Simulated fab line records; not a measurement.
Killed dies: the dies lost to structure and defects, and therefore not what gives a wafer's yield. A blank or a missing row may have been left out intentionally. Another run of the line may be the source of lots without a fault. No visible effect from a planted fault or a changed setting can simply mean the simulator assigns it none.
Problem report in the 8D (eight disciplines) form, filled by code -- flow n5Finfet -- the parts of the form that need people (team, actions taken, sign-off) are left out

## 1. THE PROBLEM
rawDefectCount at N5_BEOL_M5_INSPECT_58 reads a mean of 391 on 3 wafers of 2 lots; wafers without a fault read 63 with a standard deviation of 18. Relative to the usual mean, that is a shift of +18 standard deviations.
The step: inspects for defects (darkfield).
First seen on wafer L868.4, day 12 15:50, on defectInspect-02. The record holds 27 wafers of 9 lots with a number at this step. The rule behind "out" and "out of limits": a value lying over 4 standard deviations away from the usual mean. The rest of the wafers with a number are treated as sound.

## 2. WHAT IT IS, WHAT IT ISN'T
question,is,is not
which readings at this step,rawDefectCount,-
which lots,"L867, L868","L855, L858, L859, L860, L869, L871, L875"
which wafers of those lots,"L867.2, L867.6, L868.4","L867.1, L868.1, L868.2"
read on which gauges,"defectInspect-01, defectInspect-02",-
when,from day 12 15:50,"up to then (14 sound wafers); but 10 sound wafers of L867, L869, L871, L875 came after"

## 3. THE SUSPECTS, EACH WITH WHAT RULES IT OUT
Counting: a tool at a process step up to the reading stays a suspect if it ran every lot that is out. Sound lots after the first of them don't rule it out here, since some wafers of a struck lot are sound.
- the gauge at N5_BEOL_M5_INSPECT_58 has been ruled out. 2 gauges (defectInspect-01, defectInspect-02) read the wafers that are out.
- rieDiel-06 at N5_BEOL_M5_STRIP_36 (strips in N2/H2): kept. It ran every lot that is out, first L868 (day 12 08:18); its last sound lot up to then is L860 (day 10 12:56).
- cmp-02 at N5_BEOL_M5_CMP_52 (polishes, stops on SiCOH lowk, t overpolish 6.9 s, target thk 62 nm): kept. It ran every lot that is out, first L868 (day 12 15:17); its last sound lot up to then is L860 (day 10 20:12).
- In cmp-02 at N5_BEOL_M5_CMP_52, the wafers that are out were processed in chamber 2 and their sound lot-mates in chambers 0, 3.
After counting, rieDiel-06 at N5_BEOL_M5_STRIP_36 and cmp-02 at N5_BEOL_M5_CMP_52 remain.

## 4. THE CAUSE (what the simulator had put in)
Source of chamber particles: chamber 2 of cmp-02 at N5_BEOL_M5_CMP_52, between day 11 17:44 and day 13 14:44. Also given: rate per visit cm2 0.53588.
After counting, 2 suspects remain, this tool included.

## 5. SEQUENCE OF EFFECTS, ordered by route
Each row: a reading whose mean over the struck wafers that have a number lies more than 3 standard deviations from the usual. Scope: only readings with a usual standard deviation given in the record; hours: median across lots of the time from each lot's start at the first step in this table that gives one to its start at this step; sigmas: change in usual standard deviations.
hours,step,reading,usual,on struck wafers,change,sigmas
0,N5_BEOL_M5_INSPECT_58,rawDefectCount,63,391,+328,+18
3,N5_BEOL_M6_INSPECT_13,rawDefectCount,391,740,+349,+4.1
5,N5_BEOL_M6_INSPECT_30,rawDefectCount,406,784,+378,+4.0
92,N5_PASSIVATION_PROBE_49,defectLimitedYield,91.2 %,68.1,-23.1,-15
92,N5_PASSIVATION_PROBE_49,killed_at_M4_up,13,283,+270,+51
92,N5_PASSIVATION_PROBE_49,killedDies,103,376,+273,+16
92,N5_PASSIVATION_PROBE_49,killedOnRim,14,47,+33,+7.4
92,N5_PASSIVATION_PROBE_49,sort_bin_5_function,5.2 %,19.5,+14.3,+15
92,N5_PASSIVATION_PROBE_49,sort_bin_6_memory,3.3 %,10.5,+7.2,+11
92,N5_PASSIVATION_PROBE_49,sortNPass,1077,804,-273,-16
92,N5_PASSIVATION_PROBE_49,sortYieldPct,91.2 %,68.1,-23.1,-15
Process steps it contains:
- N5_PASSIVATION_PROBE_49

## 6. WHAT WOULD HAVE CAUGHT IT SOONER
The first out-of-limits reading at a measuring or inspecting step in this record came at day 12 15:50, 22 hours after the fault's start at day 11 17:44.
Tool readings at N5_BEOL_M5_CMP_52 with a usual standard deviation given in the record: none out on any struck wafer, hence no alarm at a limit of 4 standard deviations on them.
L867, from the lots that are out (2), started N5_BEOL_M5_CMP_52 on cmp-02 later than day 12 15:50. A tool hold placed at that time would have kept it from harm.
